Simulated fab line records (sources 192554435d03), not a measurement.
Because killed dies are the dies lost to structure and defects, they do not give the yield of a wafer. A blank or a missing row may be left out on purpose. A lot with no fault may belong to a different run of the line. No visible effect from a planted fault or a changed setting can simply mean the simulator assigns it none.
A single fault, viewed from 2 desks ; flow n5-finfet ; each desk holds nothing but its own numbers, with what lay behind them at the end

== METROLOGY DESK ==
Means of the sampled wafers that have a number, per lot and without regard to the tool the lot ran on: this is what the gauges read. A lot is out of limits, marked OUT, if its mean lies more than 4 standard deviations from the usual mean; the brackets give that distance. Shown here are 7 of its 10 readings, the ones lying furthest out on some lot.
Columns: A = DIBL_N at N5_BEOL_M4_RC_MEAS_101, usual 35.9 mV/V; B = IOFF_N at N5_BEOL_M4_RC_MEAS_101, usual 0.15 nA/um; C = ION_P at N5_BEOL_M4_RC_MEAS_101, usual 462 uA/um; D = SS_N at N5_BEOL_M4_RC_MEAS_101, usual 71.5 mV/dec; E = SS_P at N5_BEOL_M4_RC_MEAS_101, usual 73.2 mV/dec; F = VT_N at N5_BEOL_M4_RC_MEAS_101, usual 250 mV; G = VT_P at N5_BEOL_M4_RC_MEAS_101, usual -250 mV
lot;first seen here;A;B;C;D;E;F;G
L181;day 11 04:43;33.5;0.12;459;70.9;72.2;251;-250
L180;day 11 13:13;35.9;0.15;469;71.5;73.1;249;-247
L183;day 11 16:19;37.2;0.20;474;72.1;73.7;245;-245
L185;day 11 20:59;38.6;0.18;465;72.7;74.1;247;-248
L186;day 12 22:49;37.7;0.17;469;72.0;73.7;250;-250
This desk's verdict: no lot among the 5 shows anything out of limits.

== DESK OF THE TOOL OWNER: pecvd-04 ==
The tool's own readings at N5_BEOL_M0_SAQP_PECVD_03 (deposits SiCN from 3MS/NH3, target thk 12 nm, time 21.1 s): means of the sampled wafers that have a number, for each lot that ran on this tool. A lot is out of limits, marked OUT, if its mean lies more than 4 standard deviations from the usual mean; the brackets give that distance.
Columns: A = run-length-s at N5_BEOL_M0_SAQP_PECVD_03, usual 51.4 s; B = showerhead-plenum-p-Torr at N5_BEOL_M0_SAQP_PECVD_03, usual 3.670 Torr; C = throttle-valve-pct at N5_BEOL_M0_SAQP_PECVD_03, usual 9.1 %
lot;first seen here;A;B;C
L180;day 8 17:47;51.6;3.676;9.6
L181;day 8 20:17;53.4 (+5.2) OUT;3.670;9.5
L183;day 9 04:43;53.7 (+6.1) OUT;3.674;9.7
L186;day 10 00:19;53.5 (+5.4) OUT;3.675;9.9
This desk's verdict: out of limits on L181, L183, L186, starting with L181 at day 8 20:17 (run-length-s at N5_BEOL_M0_SAQP_PECVD_03). L180 stayed within limits.

== ALL TOGETHER ==
The tool owner's desk had the chance to raise an alarm at day 8 20:17 on L181, L183, L186.
From the metrology desk's view, nothing was out of limits.
The metrology desk holds a record of L181, L183, L186, inside its limits.
Every lot named ran N5_BEOL_M0_SAQP_PECVD_03 on pecvd-04.

== WHAT THE SIMULATOR HAD INSERTED ==
pecvd-04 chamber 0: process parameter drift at N5_BEOL_M0_SAQP_PECVD_03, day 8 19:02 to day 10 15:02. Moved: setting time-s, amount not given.
Lots struck among those shown: L181, L183, L186.
Delay in hours, fault start to first out-of-limits reading, by desk: the tool owner's desk at 1.
